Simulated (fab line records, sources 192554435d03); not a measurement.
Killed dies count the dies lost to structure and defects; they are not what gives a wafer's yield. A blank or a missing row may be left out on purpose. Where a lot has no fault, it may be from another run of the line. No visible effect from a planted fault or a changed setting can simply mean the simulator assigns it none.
Split-lot trial ; flow n5_finfet ; 21 wafers read across 7 lots, on a route 1938 steps long

## ON THE SPLIT
At N5_BEOL_M5_COAT_59 (time 60 s, resist thk 60 nm), the setting spin_rpm was moved away from the recipe's 1500 rpm on 4 of the 21 wafers read, by -11.0% to +4.5%. The other wafers ran this setting at the recipe's value.

## FROM THE SPLIT TO THE READING: what the file shows between them, 4 steps
- N5_BEOL_M5_COAT_60: time 60 s, resist thk 12 nm
- N5_BEOL_M5_COAT_71: time 60 s, resist thk 5 nm
- N5_BEOL_M5_ETCH_72: etches underlayer in N2/H2, target depth 6.5 nm, time 5.2 s
- N5_BEOL_M5_ETCH_61: etches SiARC in CF4, target depth 15.6 nm, time 26 s

## THE READING
etch.depth_nm (the simulator's own value, which no gauge read), in nm, at N5_BEOL_M5_ETCH_62 (etches SOC in N2/H2, target depth 75 nm, overetch 15 nm, time 112.5 s). The file gives no usual value for it. The 17 wafers here that ran the recipe average 59.98 nm, standard deviation 0.11 nm.

wafer;tool, chamber at the split;spin_rpm as run, rpm;against the recipe;etch.depth_nm, nm;against lot-mates on the recipe
L074.3;litho_track-01, 0;1500;recipe;60.01;-
L074.4;litho_track-01, 0;1500;recipe;59.86;-
L074.6;litho_track-01, 0;1500;recipe;60.04;-
L078.1;litho_track-03, 0;1432;-4.5%;61.46;+1.38
L078.3;litho_track-03, 0;1432;-4.5%;61.66;+1.58
L078.4;litho_track-03, 0;1500;recipe;60.08;-
L080.1;litho_track-03, 0;1500;recipe;60.11;-
L080.3;litho_track-03, 0;1500;recipe;60.23;-
L080.5;litho_track-03, 0;1500;recipe;59.95;-
L082.1;litho_track-01, 0;1567;+4.5%;58.55;-1.24
L082.3;litho_track-01, 0;1500;recipe;59.79;-
L082.6;litho_track-01, 0;1500;recipe;59.79;-
L086.1;litho_track-04, 0;1500;recipe;60;-
L086.2;litho_track-04, 0;1335;-11.0%;63.67;+3.62
L086.3;litho_track-04, 0;1500;recipe;60.09;-
L090.3;litho_track-03, 0;1500;recipe;60.04;-
L090.4;litho_track-03, 0;1500;recipe;60;-
L090.6;litho_track-03, 0;1500;recipe;59.91;-
L097.1;litho_track-03, 0;1500;recipe;59.94;-
L097.2;litho_track-03, 0;1500;recipe;59.98;-
L097.3;litho_track-03, 0;1500;recipe;59.87;-

FIT RESULTS
A straight line over all 21 wafers: etch.depth_nm changes by -0.336 nm for each +1% of spin_rpm; r = -0.99; the points scatter about the line by 0.11 nm.
The same after taking each lot's own level away (the mean of its wafers on the recipe; 21 wafers): -0.322 nm for each +1%; r = -1.00; scatter 0.086 nm.
That fit puts the effect of the largest move of spin_rpm on the reading at 3.5 nm.
Measured against the standard deviation above, the lots' own levels, which go from 59.790 to 60.097 nm, span 2.7 times it.
The two slopes are in agreement: the lot-to-lot level therefore moves the slope only a little.
Check: +3.42 nm against its lot-mates is what the line predicts for one of the wafers moved furthest among these (-11.0%) when that wafer is left out of the fit. Against them it came out at +3.62 nm.

## ADDITIONAL SPLITS CARRIED BY THESE WAFERS
Other splits were also applied to these wafers ahead of the reading. Each is held against what the fit with the lots' levels taken away leaves over:
other split on the same wafers;wafers away from the commonest value;r with etch.depth_nm (lot level and that fit taken away)
N5_BEOL_M1_TRENCH_ETCH_37 bias_w;9;-0.03
N5_BEOL_M2_COAT_62 spin_rpm;6;+0.20
N5_BEOL_M2_COAT_73 temp_c;6;-0.32
N5_BEOL_M3_COAT_76 spin_rpm;6;+0.06
N5_BEOL_M3_EXPOSE_25 dose_mj;4;+0.21
N5_BEOL_M4_HM_DEP_02 target_thk_a;7;+0.27
N5_BEOL_M4_COAT_62 spin_rpm;4;-0.29

## THE WHOLE CHAIN: every reading that the file lists as answering this split, in the file's order
step;what it does;reading;change (the file's fit);r (the file's)
N5_BEOL_M5_COAT_59;time 60 s, resist thk 60 nm;SOC_of_BEOL_M5_COAT_59.thk_nm (the simulator's own value, which no gauge read);-0.32 nm for each +1% of the setting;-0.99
N5_BEOL_M5_ETCH_62;etches SOC in N2/H2, target depth 75 nm, overetch 15 nm, time 112.5 s;etch.depth_nm (the simulator's own value, which no gauge read);-0.323 nm for each +1% of the setting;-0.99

## THE FILE'S OWN FIT
etch.depth_nm changes by -0.323 nm for each +1% of spin_rpm, r = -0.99.
